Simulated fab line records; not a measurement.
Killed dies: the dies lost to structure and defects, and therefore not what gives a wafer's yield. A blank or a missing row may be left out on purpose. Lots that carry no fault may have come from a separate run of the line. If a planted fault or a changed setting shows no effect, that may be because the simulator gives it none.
fab line records    flow n5-finfet
record lots=8  wafers=24  last-day=17
route steps=1938 shown GATE_CUT@477 BEOL_M4@1111 PASSIVATION@1936
lots untouched by any fault: they come from a run of this same line in which no faults occurred
start-h: the number of hours between the record's first day and the start of the first shown wafer of the lot    wait-h: hours elapsed since this lot's preceding step    " as in the row above    L1.1+2: a single row standing in for several wafers    - no value, or no start given    * or withheld: withheld    < > ~ a bound
route shown NAME@n: NAME is a module with steps in the file, n the number in the route of the first one    usual: average and standard deviation across the fault-free wafers    same: alike in all rows    chamber/n: place in a boat    sites: the reading at each site    _std_site: the standard deviation of these    _edge_site: the outer-site mean with the inner-site mean subtracted    radius-mm: how far each site lies from the wafer's centre    mask NAME#n: copy n    behind: the tool/chamber that last shaped the wafer    hold: why the lot went on hold/how many hours it stayed there/how the hold came to an end    device: whichever transistor did not switch (one of n, p or np)    end of line: the tests these same wafers got at the end of their route    a step with no rows: only its recipe    killed: at the first sort, the dies lost to defects and structure; wafer yield is something else    map: per-die view of a wafer (x killed, . not killed, _ where there is no die)
set.NAME: the setting the step ran with; set.NAME@STEP: the setting that earlier step ran with    model.NAME: the simulator's own value behind a step, which no gauge read
a sample of lots followed through the steps of the route, with each step as a table and each wafer as a row
services: from which hour (start-h, from the record's first day; less than 0 if before it) a tool's chamber was out of use, for how many hours, and why
## steps
# step N5_GATE_CUT_HM_DEP_46
# recipe material=SiO2  target-thk-a=1300  temp-c=400  precursor=TEOS/O2  pressure-torr=6.5  rf-w=900  teos-flow-sccm=161.4  gas=O2  flow-sccm=2650  time-s=26.6
# usual heater-power-w=552/57  showerhead-plenum-p-Torr=8.364/0.026  throttle-valve-pct=18.8/1.2
lot.wafer  tool      chamber  start-h  wait-h  heater-power-w  showerhead-plenum-p-Torr  throttle-valve-pct
L193.1     pecvd-03  2        89.56    0.0     447             8.349                     16.5
L193.4     "         2        "        "       456             8.348                     16.5
L193.5     "         0        "        "       564             8.393                     20.5
L195.1     pecvd-03  1        96.91    0.0     418             8.365                     18.5
L195.3     "         2        "        "       532             8.376                     16.3
L195.5     "         2        "        "       544             8.366                     16.5
L203.1     pecvd-03  1        146.45   0.0     537             8.359                     18.7
L203.4     "         1        "        "       526             8.344                     18.8
L203.5     "         2        "        "       479             8.334                     16.5
L205.1     pecvd-03  1        155.57   0.0     507             8.357                     18.7
L205.3     "         2        "        "       540             8.346                     16.5
L205.4     "         2        "        "       552             8.357                     16.8
L209.1     pecvd-02  1        178.59   0.0     595             8.386                     19.6
L209.4     "         1        "        "       591             8.374                     19.8
L209.5     "         0        "        "       543             8.323                     18.7
L210.1     pecvd-02  0        187.67   0.0     592             8.323                     19.1
L210.4     "         2        "        "       606             8.392                     19.1
L210.5     "         0        "        "       602             8.346                     19.1
L211.1     pecvd-02  2        194.31   0.0     590             8.399                     19.2
L211.4     "         2        "        "       573             8.393                     19.1
L211.5     "         0        "        "       578             8.316                     18.7
L215.1     pecvd-01  2        217.65   0.0     511             8.365                     17.2
L215.3     "         0        "        "       720             8.418                     18.7
L215.5     "         0        "        "       521             8.407                     19.1
# step N5_GATE_CUT_ETCH_36
# recipe chemistry=CF4  target=SiARC  target-depth-a=130  mask-material=CAR-EUV  time-s=21.7  ion-energy-ev=80  pressure-mtorr=40  source-w=545  bias-w=36  Ar_flow_sccm=100  cf4-flow-sccm=100  ends=cleared
# usual drypump-motor-current-A=5.8/0.51  etch-rf-on-time-s=21.7/0.32  oes-product-au=0.64/0.052  rf-vpp-V=183.9/1.1  showerhead-plenum-p-Torr=2.13/0.059  throttle-valve-pct=15.75/0.24
lot.wafer  tool         chamber  start-h  wait-h  drypump-motor-current-A  etch-rf-on-time-s  oes-product-au  rf-hours-counter-h  rf-vpp-V  showerhead-plenum-p-Torr  throttle-valve-pct
L193.1     rie-diel-02  0        90.08    0.0     6.0                      21.8               0.62            187                 185.0     2.13                      15.99
L193.4     "            1        "        "       5.9                      21.5               0.61            -                   182.2     2.04                      15.66
L193.5     "            0        "        "       6.0                      21.9               0.62            -                   184.1     2.13                      15.98
L195.1     rie-diel-04  0        97.59    0.0     6.1                      21.7               0.64            155                 184.3     2.14                      15.74
L195.3     "            1        "        "       6.6                      21.4               0.67            135                 183.0     2.07                      15.71
L195.5     "            2        "        "       5.5                      21.7               0.67            -                   186.4     2.23                      15.65
L203.1     rie-diel-04  1        146.96   0.0     6.7                      21.1               0.67            151                 181.9     2.06                      15.74
L203.4     "            0        "        "       6.1                      21.5               0.63            170                 183.0     2.14                      15.77
L203.5     "            3        "        "       5.6                      21.3               0.61            -                   184.6     2.03                      16.01
L205.1     rie-diel-02  0        156.21   0.0     6.0                      21.9               0.61            209                 183.7     2.12                      16.03
L205.3     "            1        "        "       5.9                      21.2               0.87            0                   186.6     2.29                      15.20
L205.4     "            2        "        "       5.6                      21.4               0.65            130                 184.2     2.15                      15.41
L209.1     rie-diel-02  3        179.11   0.0     4.7                      21.6               0.63            185                 183.6     2.13                      15.86
L209.4     "            0        "        "       6.1                      22.1               0.60            216                 183.2     2.12                      16.02
L209.5     "            2        "        "       5.6                      21.8               0.65            -                   183.3     2.15                      15.40
L210.1     rie-diel-02  2        188.18   0.0     5.6                      21.7               0.64            140                 183.8     2.15                      15.43
L210.4     "            0        "        "       6.0                      22.0               0.60            219                 183.6     2.12                      16.04
L210.5     "            0        "        "       6.0                      22.2               0.60            -                   183.5     2.12                      16.04
L211.1     rie-diel-04  0        194.84   0.0     6.1                      21.7               0.62            184                 183.1     2.13                      15.79
L211.4     "            2        "        "       5.5                      21.5               0.64            173                 184.4     2.22                      15.70
L211.5     "            0        "        "       6.1                      21.6               0.62            -                   182.3     2.13                      15.82
L215.1     rie-diel-04  1        218.16   0.0     6.6                      21.4               0.65            172                 182.3     2.06                      15.78
L215.3     "            2        "        "       5.5                      21.7               0.64            180                 184.2     2.22                      15.72
L215.5     "            0        "        "       6.1                      21.9               0.61            -                   183.6     2.13                      15.83
# step N5_GATE_CUT_HM_OPEN_40
# recipe chemistry=C4F6/O2  target=SiO2  mask-material=SiARC  target-depth-a=1390  time-s=85.1  ion-energy-ev=250  pressure-mtorr=30  source-w=345  bias-w=185  Ar_flow_sccm=300  C4F6_flow_sccm=10  O2_flow_sccm=10  ends=cleared
# usual drypump-motor-current-A=5.8/0.51  etch-rf-on-time-s=93.8/1.7  oes_f_703_au=0.74/0.06  oes-product-au=0.67/0.054  rf-vpp-V=668/7  showerhead-plenum-p-Torr=2.83/0.078  throttle-valve-pct=21.05/0.25
lot.wafer  tool         chamber  start-h  wait-h  drypump-motor-current-A  etch-rf-on-time-s  oes_f_703_au  oes-product-au  rf-hours-counter-h  rf-vpp-V  showerhead-plenum-p-Torr  throttle-valve-pct
L193.1     rie-diel-02  0        90.19    0.0     6.0                      93.2               0.72          0.66            187                 664       2.83                      21.29
L193.4     "            1        "        "       5.9                      95.0               0.71          0.64            -                   663       2.70                      20.89
L193.5     "            0        "        "       6.1                      96.3               0.71          0.66            -                   666       2.83                      21.30
L195.1     rie-diel-04  0        97.70    0.0     6.1                      92.9               0.75          0.66            155                 667       2.85                      21.09
L195.3     "            1        "        "       6.6                      91.8               0.80          0.71            136                 653       2.74                      21.04
L195.5     "            2        "        "       5.5                      94.7               0.79          0.71            -                   672       2.96                      20.92
L203.1     rie-diel-04  1        147.07   0.0     6.6                      118.8              0.79          0.73            151                 654       2.74                      21.08
L203.4     "            0        "        "       6.1                      94.5               0.73          0.65            170                 667       2.85                      21.12
L203.5     "            3        "        "       5.7                      121.8              0.72          0.67            -                   665       2.70                      21.34
L205.1     rie-diel-02  0        156.32   0.0     6.0                      117.0              0.70          0.66            209                 666       2.82                      21.36
L205.3     "            1        "        "       5.9                      118.5              1.00          0.94            0                   671       3.04                      20.60
L205.4     "            2        "        "       5.6                      91.7               0.76          0.69            130                 675       2.86                      20.70
L209.1     rie-diel-02  3        179.22   0.0     4.7                      93.2               0.74          0.67            185                 662       2.84                      21.22
L209.4     "            0        "        "       6.0                      96.7               0.70          0.63            216                 665       2.81                      21.33
L209.5     "            2        "        "       5.6                      94.7               0.75          0.67            -                   677       2.85                      20.68
L210.1     rie-diel-02  2        188.29   0.0     5.6                      94.3               0.75          0.67            140                 675       2.85                      20.70
L210.4     "            0        "        "       6.0                      95.9               0.69          0.63            219                 665       2.81                      21.34
L210.5     "            0        "        "       6.0                      97.4               0.70          0.63            -                   664       2.81                      21.34
L211.1     rie-diel-04  0        194.95   0.0     6.1                      95.5               0.72          0.65            184                 665       2.84                      21.14
L211.4     "            2        "        "       5.5                      95.0               0.76          0.68            173                 671       2.94                      20.96
L211.5     "            0        "        "       6.1                      96.5               0.71          0.65            -                   667       2.84                      21.12
L215.1     rie-diel-04  1        218.27   0.0     6.6                      91.7               0.78          0.68            172                 652       2.73                      21.09
L215.3     "            2        "        "       5.5                      90.8               0.75          0.69            180                 674       2.94                      20.97
L215.5     "            0        "        "       6.1                      94.4               0.71          0.64            -                   665       2.84                      21.14
# step N5_GATE_CUT_ETCH_47
# recipe chemistry=Cl2/BCl3  target=SiO2  target-depth-a=100  pressure-mtorr=10  icp-w=1000  bias-w=126  Cl2_flow_sccm=53.25  bcl3-flow-sccm=21.75  Ar_flow_sccm=25
# usual drypump-motor-current-A=5.9/0.41  mfc-cl2-sccm=53.26/0.15  oes-product-au=0.79/0.095  throttle-valve-pct=22.62/0.14
lot.wafer  tool          chamber  start-h  wait-h  drypump-motor-current-A  mfc-cl2-sccm  oes-product-au  rf-hours-counter-h  throttle-valve-pct
L193.1     rie-metal-03  1        90.57    0.0     6.0                      53.11         0.87            13                  22.60
L193.4     "             1        "        "       6.0                      53.40         0.87            -                   22.59
L193.5     "             0        "        "       6.1                      53.27         0.67            -                   22.91
L195.1     rie-metal-01  1        98.08    0.0     5.3                      53.50         0.80            35                  22.48
L195.3     "             0        "        "       5.8                      53.38         0.96            -                   22.53
L195.5     "             0        "        "       5.8                      53.29         0.95            -                   22.53
L203.1     rie-metal-03  1        147.45   0.0     6.0                      53.20         0.86            18                  22.60
L203.4     "             1        "        "       6.0                      53.18         0.85            -                   22.59
L203.5     "             1        "        "       5.9                      52.98         0.86            -                   22.60
L205.1     rie-metal-03  1        156.69   0.0     6.0                      53.45         0.84            19                  22.61
L205.3     "             1        "        "       6.0                      53.21         0.85            -                   22.62
L205.4     "             0        "        "       6.2                      53.52         0.66            -                   22.94
L209.1     rie-metal-02  1        179.60   0.0     6.3                      53.24         0.76            50                  22.60
L209.4     "             0        "        "       6.5                      53.38         0.71            -                   22.61
L209.5     "             0        "        "       6.5                      53.37         0.71            -                   22.61
L210.1     rie-metal-01  0        188.67   0.0     5.7                      53.32         0.91            11                  22.57
L210.4     "             0        "        "       5.7                      53.50         0.91            -                   22.56
L210.5     "             1        "        "       5.3                      53.25         0.78            -                   22.52
L211.1     rie-metal-01  1        195.33   0.0     5.3                      53.26         0.77            44                  22.52
L211.4     "             1        "        "       5.3                      53.42         0.77            -                   22.50
L211.5     "             1        "        "       5.3                      53.70         0.77            -                   22.52
L215.1     rie-metal-02  1        218.65   0.0     6.3                      52.75         0.74            54                  22.60
L215.3     "             1        "        "       6.3                      53.02         0.75            -                   22.62
L215.5     "             1        "        "       6.3                      52.93         0.75            -                   22.60
# step N5_GATE_CUT_STRIP_21
# recipe chemistry=N2/H2  time-s=30  power-w=1000  temp-c=250  pressure-mtorr=withheld  n2-flow-sccm=1750  h2-flow-sccm=3250
# usual drypump-motor-current-A=5.41/0.092  heater-power-w=338/28  n2-flow-sccm=1750/4.8
lot.wafer  tool             chamber  start-h  wait-h  drypump-motor-current-A  heater-power-w  n2-flow-sccm  rf-hours-counter-h
L193.1     plasma-asher-02  1        90.71    0.0     5.32                     358             1749          90
L193.4     "                1        "        "       5.30                     366             1751          -
L193.5     "                1        "        "       5.32                     371             1752          -
L195.1     plasma-asher-01  1        98.22    0.0     5.52                     293             1749          40
L195.3     "                1        "        "       5.52                     296             1742          -
L195.5     "                1        "        "       5.52                     294             1750          -
L203.1     plasma-asher-02  1        147.59   0.0     5.30                     359             1747          102
L203.4     "                0        "        "       5.30                     340             1749          -
L203.5     "                0        "        "       5.30                     351             1753          -
L205.1     plasma-asher-01  1        156.84   0.0     5.51                     286             1752          53
L205.3     "                0        "        "       5.49                     358             1748          -
L205.4     "                1        "        "       5.51                     290             1755          -
L209.1     plasma-asher-02  1        179.74   0.0     5.34                     375             1753          109
L209.4     "                1        "        "       5.33                     377             1747          -
L209.5     "                1        "        "       5.32                     368             1754          -
L210.1     plasma-asher-02  0        188.81   0.0     5.30                     361             1754          112
L210.4     "                1        "        "       5.30                     360             1749          -
L210.5     "                0        "        "       5.31                     356             1739          -
L211.1     plasma-asher-02  1        195.47   0.0     5.32                     361             1762          113
L211.4     "                0        "        "       5.28                     353             1740          -
L211.5     "                0        "        "       5.29                     351             1751          -
L215.1     plasma-asher-02  1        218.79   0.0     5.32                     362             1761          118
L215.3     "                1        "        "       5.32                     353             1753          -
L215.5     "                1        "        "       5.30                     368             1755          -
# step N5_GATE_CUT_THK_MEAS_24
# recipe reads=SiO2_of_GATE_CUT_HM_DEP_46+SiO2_flowable_of_ILD0_FCVD_FILL_01
# usual GC_FILL_THK=219.8/1.7
lot.wafer  tool           chamber  start-h  wait-h  GC_FILL_THK[nm]
L193.1     film-metro-02  -        93.21    -       218.9
L193.4     "              -        "        "       220.8
L193.5     "              -        "        "       221.8
L195.1     film-metro-02  -        100.64   -       219.0
L195.3     "              -        "        "       217.6
L195.5     "              -        "        "       222.4
L203.1     film-metro-01  -        149.53   -       256.1
L203.4     "              -        "        "       221.7
L203.5     "              -        "        "       258.5
L205.1     film-metro-01  -        158.77   -       252.4
L205.3     "              -        "        "       255.3
L205.4     "              -        "        "       219.0
L209.1     film-metro-02  -        181.67   -       218.1
L209.4     "              -        "        "       222.8
L209.5     "              -        "        "       220.8
L210.1     film-metro-02  -        192.84   -       219.6
L210.4     "              -        "        "       222.1
L210.5     "              -        "        "       223.3
L211.1     film-metro-02  -        197.44   -       221.2
L211.4     "              -        "        "       222.2
L211.5     "              -        "        "       221.9
L215.1     film-metro-01  -        220.72   -       218.9
L215.3     "              -        "        "       218.2
L215.5     "              -        "        "       220.2
# step N5_BEOL_M4_RC_MEAS_101
# usual DIBL_N=36.3/1.2  DIBL_P=36.3/1.4  IOFF_N=0.157/0.02  IOFF_P=0.22/0.033  ION_N=675/9.6  ION_P=465/8.2  SS_N=71.4/0.45  SS_P=73.3/0.54  VT_N=249.8/2.5  VT_P=-249/3.2
lot.wafer  tool       chamber  start-h  wait-h  DIBL_N[mV/V]  DIBL_P[mV/V]  IOFF_N[nA/um]  IOFF_P[nA/um]  ION_N[uA/um]  ION_P[uA/um]  SS_N[mV/dec]  SS_P[mV/dec]  VT_N[mV]  VT_P[mV]
L193.1     prober-01  0        170.35   0.0     37.2          38.5          0.169          0.23           681           466           71.4          72.8          246.2     -249
L193.4     "          0        "        "       36.6          37.3          0.150          0.21           676           467           71.6          72.7          249.8     -251
L193.5     "          0        "        "       35.3          36.4          0.137          0.20           661           457           71.5          73.0          251.9     -252
L195.1     prober-01  0        187.88   0.0     34.6          34.8          0.128          0.16           665           455           71.2          72.0          251.3     -256
L195.3     "          0        "        "       35.1          34.9          0.132          0.17           662           453           71.7          72.3          251.7     -253
L195.5     "          0        "        "       35.3          35.1          0.137          0.17           668           455           71.2          71.9          253.9     -254
L203.1     prober-02  0        251.22   0.0     37.4          35.5          0.168          0.23           683           466           70.9          73.8          249.0     -249
L203.4     "          0        "        "       36.9          35.0          0.162          0.21           680           466           71.2          73.2          248.9     -247
L203.5     "          0        "        "       37.3          35.6          0.174          0.23           682           465           71.6          73.8          250.0     -247
L205.1     prober-01  0        269.43   0.0     37.2          37.3          0.182          0.25           680           475           71.3          73.5          248.5     -246
L205.3     "          0        "        "       35.8          36.4          0.173          0.24           680           472           71.3          73.9          249.2     -245
L205.4     "          0        "        "       36.2          36.6          0.173          0.23           677           465           71.1          72.8          247.7     -246
L209.1     prober-02  0        274.00   0.0     36.0          35.9          0.160          0.20           683           463           71.2          73.4          249.9     -250
L209.4     "          0        "        "       36.0          36.1          0.152          0.20           672           461           71.7          72.8          249.2     -252
L209.5     "          0        "        "       36.0          36.1          0.159          0.20           685           463           71.2          72.5          248.5     -251
L210.1     prober-02  0        299.64   0.0     35.0          35.0          0.143          0.25           674           464           72.2          73.6          251.8     -248
L210.4     "          0        "        "       35.3          35.0          0.149          0.23           677           472           71.7          73.6          252.1     -247
L210.5     "          0        "        "       34.5          33.3          0.137          0.21           687           473           71.4          73.2          250.9     -248
L211.1     prober-01  0        299.75   0.0     35.0          33.2          0.123          0.15           654           443           70.7          73.8          256.3     -256
L211.4     "          0        "        "       35.9          34.8          0.141          0.17           665           450           71.5          73.9          254.5     -258
L211.5     "          0        "        "       35.8          34.6          0.130          0.17           650           442           71.2          73.9          257.1     -256
L215.1     prober-01  0        307.20   0.0     35.7          36.1          0.147          0.25           673           469           71.2          73.3          249.2     -246
L215.3     "          0        "        "       37.4          37.9          0.182          0.28           675           473           71.5          74.0          246.1     -245
L215.5     "          0        "        "       36.5          36.6          0.170          0.26           667           464           71.8          73.9          247.4     -246
# step N5_PASSIVATION_PROBE_49
# usual defect-limited-yield=91.1/1.4  killed_at_M0_to_M3=33/10  killed_at_M4_up=15/5.8  killed-at-contacts=13/5.9  killed-at-front-end=39/11  killed-at-other=4/3.6  killed-dies=105/16  killed-open=68/11  killed-short=34/7.8  sort_bin_5_function=5.2/0.88  sort_bin_6_memory=3.3/0.61  sort-n-pass=1075/16  sort-yield-pct=91.1/1.4
# same gross-dies=1180  killed-at-back-side=0  sort_bin_4_leakage[%]=0  sort_bin_8_speed[%]=0
lot.wafer  tool       chamber  start-h  wait-h  defect-limited-yield[%]  killed_at_M0_to_M3  killed_at_M4_up  killed-at-contacts  killed-at-front-end  killed-at-other  killed-dies  killed-open  killed-short  sort_bin_5_function[%]  sort_bin_6_memory[%]  sort-n-pass  sort-yield-pct[%]
L205.1     prober-02  -        371.76   0.0     90.5                     42                  8                14                  33                   15               112          64           45            5.5                     3.5                   1068         90.5
L205.3     prober-02  -        371.86   0.1     90.3                     33                  17               10                  47                   7                114          74           36            5.4                     3.7                   1066         90.3
L205.4     prober-02  -        371.91   0.2     89.0                     51                  17               8                   46                   8                130          82           47            6.5                     4.2                   1050         89.0
# killed by level:class
L205.1 MOL_CONTACT_COAG:geometric-particle:open=11 BEOL_M0_SAQP:geometric-particle:short=10 FIN_SAQP:geometric-particle:open=8 BEOL_M3:geometric-particle:open=8 BEOL_M0_SAQP:geometric-particle:open=6 BEOL_M3:geometric-particle:short=6 FIN_SAQP:geometric-particle:short=5 STARTING-WAFER:geometric-particle:short=5
L205.3 FIN_SAQP:geometric-particle:open=16 FIN_SAQP:geometric-particle:short=7 BEOL_M0_SAQP:geometric-particle:open=7 BEOL_M0_SAQP:geometric-particle:short=7 BEOL_M3:geometric-particle:open=7 STI_FIN_REVEAL:geometric-particle:open=6 MOL_CONTACT_COAG:geometric-particle:open=6 DUMMY_GATE:geometric-particle:open=5
L205.4 FIN_SAQP:geometric-particle:short=15 BEOL_M3:geometric-particle:open=13 BEOL_M0_SAQP:geometric-particle:short=13 BEOL_M0_SAQP:geometric-particle:open=13 FIN_SAQP:geometric-particle:open=10 MOL_CONTACT_COAG:geometric-particle:open=8 DUMMY_GATE:geometric-particle:open=6 PAD_METAL:geometric-particle:open=4
## services
tool             chamber  start-h  hours  kind
pecvd-01         1        86.23    11.2   repair
rie-diel-02      3        86.41    11.3   repair
rie-diel-04      3        97.35    10.8   repair
rie-diel-04      -        100.48   4.0    repair
plasma-asher-02  -        106.05   2.8    pm
pecvd-02         -        106.83   2.8    pm
rie-diel-02      1        137.73   -      clean
rie-diel-02      1        137.73   -      consumable-replace:focus-ring
rie-diel-02      1        137.73   -      consumable-replace:showerhead
rie-diel-02      -        139.51   0.9    repair
pecvd-02         0        142.29   5.6    repair
pecvd-01         0        148.21   20.6   repair
pecvd-03         -        165.20   5.5    pm
plasma-asher-01  -        169.11   4.0    repair
pecvd-03         2        188.00   18.4   repair
pecvd-01         2        196.46   8.4    repair
rie-diel-02      0        202.66   7.8    repair
pecvd-03         -        205.57   2.8    pm
rie-diel-02      2        206.69   6.6    repair
rie-diel-04      3        210.24   -      clean
rie-diel-04      3        210.24   -      consumable-replace:focus-ring
rie-diel-04      3        210.24   -      consumable-replace:showerhead
rie-diel-04      3        210.24   16.8   scheduled-down
rie-diel-04      3        210.24   16.8   vent-cycle
## key
first-sign step=N5_GATE_CUT_HM_OPEN_40  reading=etch-rf-on-time-s  direction=up  sigmas=15  usual=*  struck=*
effect step=N5_GATE_CUT_THK_MEAS_24  reading=GC_FILL_THK  direction=up  sigmas=21  usual=219.8  struck=255.6
met-at N5_GATE_CUT_HM_DEP_46
struck-lots L203,L205
struck-wafers L203.1,L203.5,L205.1,L205.3
not-acting-at N5_GATE_CUT_ETCH_36,N5_GATE_CUT_ETCH_47,N5_GATE_CUT_STRIP_21
onset-between 96.91 146.45
fault kind=process-parameter-drift  tool=pecvd-03  chamber=-  onset-h=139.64  steps=N5_GATE_CUT_HM_DEP_46  channel=time-s  offset=*  shape=step  end-h=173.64  scope=struck-wafers-only  acts-in=*  stated=*
